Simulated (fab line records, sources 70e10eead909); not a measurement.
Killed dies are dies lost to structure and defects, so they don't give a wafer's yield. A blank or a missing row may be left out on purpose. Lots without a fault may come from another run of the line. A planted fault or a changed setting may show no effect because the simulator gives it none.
A struck lot beside a sound one | flow nand_harc | 14 steps out of a route of 1302
Sound: wafers L574.1, L574.4, L574.6. Struck: wafer L580.6. (L580.1, L580.5 of the same lot were not struck and are left out.) The cause comes at the end.
At each step with rows: each side's tool, then ch and its chambers, then its first start. Under that, the readings that differ: sound wafers | struck wafers | difference of the means | sigmas: that difference in standard deviations of wafers without a fault.
alike: readings whose means differ by less than 2 such deviations, and words and numbers that are the same on both sides. not compared: withheld readings, readings that some wafer has no value for, bounds like >300 that may hide the same value, and numbers for which the record gives no deviation and whose values overlap.
The two part at a step that has a row with sigmas, a row that says differs or no value, or rows on one side only. Numbers that don't overlap but have no deviation are shown without sigmas and don't part them. A reading that every wafer of one side lacks parts them only if that side has two wafers or more.

NHARC_A_CHANNEL_HOLE_D1_CD_MEAS_30:
  sound on cd_sem-03, day 9 23:11; struck on cd_sem-03, day 12 03:29
  reading    | sound          | struck | difference | sigmas
  cd_nm (nm) | 93.1 95.1 95.6 | 91.6   | -3.0       | -2
then, 1 step without rows for these wafers: NHARC_A_CHANNEL_HOLE_D1_XSEM_31.
NHARC_A_CHANNEL_HOLE_D1_INSPECT_40:
  sound on defect_inspect-01, day 9 23:23; struck on defect_inspect-01, day 12 03:41
  alike: raw_defect_count
then, 2 steps without rows for these wafers: NHARC_A_CHANNEL_FILL_D1_PRECLEAN_00 (cleans in SC1); NHARC_A_CHANNEL_FILL_D1_SRD_01.
NHARC_A_CHANNEL_FILL_D1_ALD_02: deposits SiO2, target thk 6 nm, pulse time 10 s, ald cycles 60.
  sound on ald_hk-01 ch 1,2,3, day 9 23:39; struck on ald_hk-01 ch 2, day 12 03:59
  alike: heater_power_w, precursor_pulse_height_rel
NHARC_A_CHANNEL_FILL_D1_ALD_03: deposits SiNx, target thk 6 nm, pulse time 60 s, ald cycles 58.
  sound on ald_sin_batch-01 ch 0; struck on ald_sin_batch-03 ch 0
  alike: precursor_pulse_height_rel
then, 1 step without rows for these wafers: NHARC_A_CHANNEL_FILL_D1_ALD_14 (deposits SiO2, target thk 2.5 nm, pulse time 10 s, ald cycles 25).
NHARC_A_CHANNEL_FILL_D1_ALD_15: deposits SiNx, target thk 2 nm, pulse time 60 s, ald cycles 19.
  sound on ald_sin_batch-01 ch 0; struck on ald_sin_batch-03 ch 0
  alike: precursor_pulse_height_rel
NHARC_A_CHANNEL_FILL_D1_ALD_16: deposits SiO2, target thk 1.5 nm, pulse time 10 s, ald cycles 15.
  sound on ald_hk-01 ch 0,1,3, day 10 11:47; struck on ald_hk-03 ch 3, day 12 16:08
  alike: heater_power_w, precursor_pulse_height_rel
then, 2 steps without rows for these wafers: NHARC_A_CHANNEL_FILL_D1_ANNEAL_17 (time 1800 s); NHARC_A_CHANNEL_FILL_D1_CVD_18 (deposits poly-Si, target thk 3 nm).
NHARC_A_CHANNEL_FILL_D1_ETCHBACK_19: etches the open film in HBr/Cl2, target depth 5 nm, time 1.7 s.
  sound on rie_si-02 ch 0,3, day 11 02:23; struck on rie_si-06 ch 1, day 13 04:02
  reading                     | sound             | struck | difference | sigmas
  drypump_motor_current_A (A) | 5.1 5.1 5.5       | 6.2    | +1.0       | +2
  oes_product_au (a.u.)       | 0.996 1.000 1.020 | 0.732  | -0.273     | -28
  alike: throttle_valve_pct
  not compared: rf_hours_counter_h
NHARC_A_CHANNEL_FILL_D1_ETCHBACK_20: etches the open film in C4F8/O2/Ar, target depth 27 nm, time 13.5 s.
  sound on rie_diel-06 ch 0,1,3, day 11 02:31; struck on rie_diel-06 ch 3, day 13 04:11
  alike: oes_product_au, rf_vpp_V
  not compared: rf_hours_counter_h

WHERE THEY PART
First at NHARC_A_CHANNEL_HOLE_D1_CD_MEAS_30; last, within this record, at NHARC_A_CHANNEL_FILL_D1_ETCHBACK_19. Later steps at which nothing parts them and some readings are alike: NHARC_A_CHANNEL_FILL_D1_ETCHBACK_20.

WHY: what the simulator had put in
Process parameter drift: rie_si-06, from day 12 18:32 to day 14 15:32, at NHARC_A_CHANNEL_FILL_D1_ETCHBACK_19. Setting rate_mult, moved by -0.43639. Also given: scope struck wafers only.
